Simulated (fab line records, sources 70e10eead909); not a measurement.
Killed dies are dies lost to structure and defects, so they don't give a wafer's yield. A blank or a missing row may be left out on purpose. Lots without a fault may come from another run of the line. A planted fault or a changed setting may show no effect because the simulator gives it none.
Which tool did it? | flow nand_harc | 12 lots, 36 wafers sampled, at 6 steps of a route of 1302

WHAT THE GAUGES READ, wafer by wafer
NHARC_END_SORT_01. Usual: killed_at_array 64, standard deviation 18; killed_at_other 0.8, standard deviation 1.1; killed_at_periphery 3.8, standard deviation 2.7; killed_dies 68, standard deviation 18; killed_open 3.3, standard deviation 1.9; killed_short 2.3, standard deviation 1.8.
lot  | measured     | on        | killed_at_array | killed_at_other | killed_at_periphery | killed_dies | killed_open | killed_short | flag
L999 | day 28 15:25 | prober-01 | 88 79 84        | 0 0 1           | 6 4 6               | 94 83 91    | 4 2 7       | 3 3 0        |

WHICH TOOL RAN EACH LOT (tool, then ch and the chambers of the sampled wafers, then the start)
lot  | NHARC_A_CHANNEL_FILL_D1_ETCHBACK_19 | NHARC_A_CHANNEL_FILL_D1_ETCHBACK_08           | NHARC_A_CHANNEL_FILL_D1_CMP_10 | NHARC_A_DECK1_JOINT_CVD_12                                            | NHARC_A_DECK1_JOINT_CMP_13
L992 | rie_si-02 ch 0,2,3, day 10 15:27    | rie_diel-09 ch 1,2, day 11 15:15 or earlier   | cmp-03 ch 1,2, day 11 15:15    | lpcvd_poly-02 ch 0, day 11 23:08                                      | cmp-02 ch 1,2, day 12 01:57
L993 | rie_si-06 ch 0,1,3, day 11 06:50    | rie_diel-09 ch 1,2,3, day 12 06:23 or earlier | cmp-03 ch 0,1,2, day 12 06:23  | lpcvd_poly-02 ch 0, day 12 14:20                                      | cmp-02 ch 0,1,3, day 12 17:11
L995 | rie_si-02 ch 1,2, day 12 10:30      | rie_diel-09 ch 0,1, day 13 09:49 or earlier   | cmp-03 ch 1,2,3, day 13 09:49  | lpcvd_poly-02 ch 0, day 13 17:43                                      | cmp-03 ch 0,3, day 13 20:34
L996 | rie_si-06 ch 1,2,3, day 13 12:16    | rie_diel-12 ch 0,2,3, day 14 11:43 or earlier | cmp-02 ch 0,2,3, day 14 11:43  | lpcvd_poly-02 ch 0, day 14 19:36                                      | cmp-01 ch 1,2,3, day 14 22:29
L999 | rie_si-06 ch 0,1,3, day 13 22:11    | rie_diel-12 ch 1,2,3, day 14 22:13 or earlier | cmp-03 ch 1,2,3, day 14 22:13  | lpcvd_poly-03 ch 0, day 15 05:58 and lpcvd_poly-01 ch 0, day 15 09:38 | cmp-01 ch 0,1,3, day 15 12:49
L100 | rie_si-01 ch 0,3, day 13 22:11      | rie_diel-04 ch 2,3, day 14 22:16 or earlier   | cmp-04 ch 0,2,3, day 14 22:16  | lpcvd_poly-03 ch 0, day 15 05:58 and lpcvd_poly-01 ch 0, day 15 09:38 | cmp-03 ch 0,3, day 15 12:49
L101 | rie_si-06 ch 0,1,3, day 14 18:20    | rie_diel-04 ch 0,1,3, day 15 17:50 or earlier | cmp-02 ch 0,2,3, day 15 17:50  | lpcvd_poly-02 ch 0, day 16 01:45                                      | cmp-01 ch 1,2,3, day 16 04:34
L106 | rie_si-06 ch 0,1,2, day 16 17:08    | rie_diel-09 ch 0,1,2, day 17 16:39 or earlier | cmp-03 ch 1,2,3, day 17 16:39  | lpcvd_poly-02 ch 0, day 18 00:32 and lpcvd_poly-01 ch 0, day 18 04:56 | cmp-02 ch 2,3, day 18 08:12
L109 | rie_si-02 ch 0,1,3, day 18 09:35    | rie_diel-04 ch 0,1,3, day 19 09:50 or earlier | cmp-04 ch 0,1,2, day 19 09:50  | lpcvd_poly-01 ch 0, day 19 17:44                                      | cmp-01 ch 0,1,2, day 19 20:34
L110 | rie_si-06 ch 0,2,3, day 18 13:37    | rie_diel-04 ch 0,1,2, day 19 16:36 or earlier | cmp-04 ch 1,3, day 19 16:36    | lpcvd_poly-01 ch 0, day 20 00:31                                      | cmp-02 ch 0,2,3, day 20 03:23
L111 | rie_si-01 ch 1,2,3, day 19 02:32    | rie_diel-09 ch 1,3, day 20 01:50 or earlier   | cmp-02 ch 0,1,2, day 20 01:50  | lpcvd_poly-01 ch 0, day 20 09:46                                      | cmp-02 ch 0,1,3, day 20 12:39
L112 | rie_si-02 ch 0,1,2, day 19 02:34    | rie_diel-04 ch 1,2, day 20 01:53 or earlier   | cmp-04 ch 0,1,3, day 20 01:53  | lpcvd_poly-01 ch 0, day 20 09:46                                      | cmp-01 ch 1,2,3, day 20 12:36
- NHARC_A_CHANNEL_FILL_D1_ETCHBACK_19: etches the open film in HBr/Cl2, target depth 5 nm, time 1.7 s.
- NHARC_A_CHANNEL_FILL_D1_ETCHBACK_08: etches the open film in C4F8, target depth 220 nm, time 110 s.
- NHARC_A_CHANNEL_FILL_D1_CMP_10: polishes, target thk 150 nm.
- NHARC_A_DECK1_JOINT_CVD_12: deposits poly-Si, target thk 90 nm, time 1800 s.
- NHARC_A_DECK1_JOINT_CMP_13: polishes, target thk 51.023 nm.

WHAT THE TOOLS THEMSELVES READ (means of the sampled wafers that have a number; where no wafer has one, the mark that the record gives instead)
NHARC_A_CHANNEL_FILL_D1_ETCHBACK_19. Usual: drypump_motor_current_A 5.9 A, standard deviation 0.36; hbr_flow_sccm 150.0 sccm, standard deviation 0.47; oes_product_au 0.997 a.u., standard deviation 0.01; throttle_valve_pct 26.407 %, standard deviation 0.0097.
lot  | tool      | drypump_motor_current_A (A) | hbr_flow_sccm (sccm) | oes_product_au (a.u.) | throttle_valve_pct (%) | flag
L992 | rie_si-02 | 5.8                         | 150.4                | 0.999                 | 26.403                 |
L993 | rie_si-06 | 6.0                         | 150.0                | 0.999                 | 26.407                 |
L995 | rie_si-02 | 5.6                         | 150.2                | 0.982                 | 26.407                 |
L996 | rie_si-06 | 6.2                         | 150.2                | 0.999                 | 26.408                 |
L999 | rie_si-06 | 6.0                         | 150.1                | 0.997                 | 26.400                 |
L100 | rie_si-01 | 6.2                         | 150.1                | 0.994                 | 26.406                 |
L101 | rie_si-06 | 6.0                         | 150.5                | 0.991                 | 26.399                 |
L106 | rie_si-06 | 5.9                         | 149.6                | 0.998                 | 26.411                 |
L109 | rie_si-02 | 5.8                         | 149.6                | 0.994                 | 26.402                 |
L110 | rie_si-06 | 5.9                         | 150.1                | 1.007                 | 26.400                 |
L111 | rie_si-01 | 5.8                         | 150.3                | 0.999                 | 26.408                 |
L112 | rie_si-02 | 5.6                         | 149.6                | 0.997                 | 26.402                 |

NHARC_A_CHANNEL_FILL_D1_ETCHBACK_08. Usual: oes_product_au 0.95 a.u., standard deviation 0.032; rf_vpp_V 441.1 V, standard deviation 2.3.
lot  | tool        | oes_product_au (a.u.) | rf_vpp_V (V) | flag
L992 | rie_diel-09 | 0.93                  | 443.6        |
L993 | rie_diel-09 | 0.92                  | 442.1        |
L995 | rie_diel-09 | 0.92                  | 443.3        |
L996 | rie_diel-12 | 1.00                  | 440.7        |
L999 | rie_diel-12 | 0.93                  | 441.3        |
L100 | rie_diel-04 | 0.93                  | 440.1        |
L101 | rie_diel-04 | 0.93                  | 441.5        |
L106 | rie_diel-09 | 0.99                  | 443.0        |
L109 | rie_diel-04 | 0.93                  | 441.3        |
L110 | rie_diel-04 | 0.98                  | 439.7        |
L111 | rie_diel-09 | 0.92                  | 441.6        |
L112 | rie_diel-04 | 1.00                  | 437.8        |

NHARC_A_CHANNEL_FILL_D1_CMP_10. Usual: motor_current_A 12.1 A, standard deviation 1.1; time_to_endpoint_s 15.3 s, standard deviation 2.5.
lot  | tool   | motor_current_A (A) | time_to_endpoint_s (s) | flag
L992 | cmp-03 | 13.4                | 13.6                   |
L993 | cmp-03 | 12.7                | 12.0                   |
L995 | cmp-03 | 12.4                | 12.1                   |
L996 | cmp-02 | 11.7                | 15.1                   |
L999 | cmp-03 | 12.8                | 14.0                   |
L100 | cmp-04 | 12.6                | 15.6                   |
L101 | cmp-02 | 11.8                | 15.8                   |
L106 | cmp-03 | 12.6                | 13.5                   |
L109 | cmp-04 | 13.2                | 16.0                   |
L110 | cmp-04 | 12.2                | 15.1                   |
L111 | cmp-02 | 11.3                | 16.8                   |
L112 | cmp-04 | 12.3                | 15.3                   |

NHARC_A_DECK1_JOINT_CVD_12. Usual: spike_tc_centre_C 620.3 C, standard deviation 1.
lot  | tool                        | spike_tc_centre_C (C) | flag
L992 | lpcvd_poly-02               | 619.3                 |
L993 | lpcvd_poly-02               | 620.0                 |
L995 | lpcvd_poly-02               | 620.6                 |
L996 | lpcvd_poly-02               | 619.6                 |
L999 | lpcvd_poly-03/lpcvd_poly-01 | 621.0                 |
L100 | lpcvd_poly-03/lpcvd_poly-01 | 620.8                 |
L101 | lpcvd_poly-02               | 620.4                 |
L106 | lpcvd_poly-02/lpcvd_poly-01 | 620.0                 |
L109 | lpcvd_poly-01               | 620.8                 |
L110 | lpcvd_poly-01               | 620.7                 |
L111 | lpcvd_poly-01               | 621.2                 |
L112 | lpcvd_poly-01               | 619.5                 |

NHARC_A_DECK1_JOINT_CMP_13. Usual: motor_current_A 11.6 A, standard deviation 0.95; time_to_endpoint_s 9.3 s, standard deviation 2.2.
lot  | tool   | motor_current_A (A) | time_to_endpoint_s (s) | flag
L992 | cmp-02 | 10.7                | 9.6                    |
L993 | cmp-02 | 11.2                | 12.4                   |
L995 | cmp-03 | 11.6                | 6.0                    |
L996 | cmp-01 | 11.5                | 8.2                    |
L999 | cmp-01 | 11.2                | 18.2                   | OFF
L100 | cmp-03 | 11.2                | 18.7                   | OFF
L101 | cmp-01 | 10.9                | 9.9                    |
L106 | cmp-02 | 11.1                | 21.4                   | OFF
L109 | cmp-01 | 11.3                | 7.2                    |
L110 | cmp-02 | 11.8                | 9.2                    |
L111 | cmp-02 | 11.3                | 8.6                    |
L112 | cmp-01 | 11.4                | 11.8                   |

THE ANSWER, worked out from the rows above alone
Rule: a lot is off if the mean of its wafers that have a number lies more than 3 standard deviations from the usual mean. A lot without any number at a reading at which 4 lots or more have one is off too. The other lots that the step has rows for count as sound. The gauges are gone through in route order, then the tools' own readings, and for those a lot's mean is taken as printed above. The first step at which some lot is off is used, and at that step the reading that is off furthest; a lot without a number counts as furthest.
Off: L999, L100, L106, at NHARC_A_DECK1_JOINT_CMP_13 (time_to_endpoint_s).
A tool fits if, at that step or a process step before it, it ran every lot that is off, and no sound lot after the first of them. NHARC_A_CHANNEL_FILL_D1_ETCHBACK_08 gives no start for some lots, so the hours and the order of its lots are those of NHARC_A_CHANNEL_FILL_D1_CMP_10. None of those tried fits.

WHAT THE SIMULATOR HAD PUT IN
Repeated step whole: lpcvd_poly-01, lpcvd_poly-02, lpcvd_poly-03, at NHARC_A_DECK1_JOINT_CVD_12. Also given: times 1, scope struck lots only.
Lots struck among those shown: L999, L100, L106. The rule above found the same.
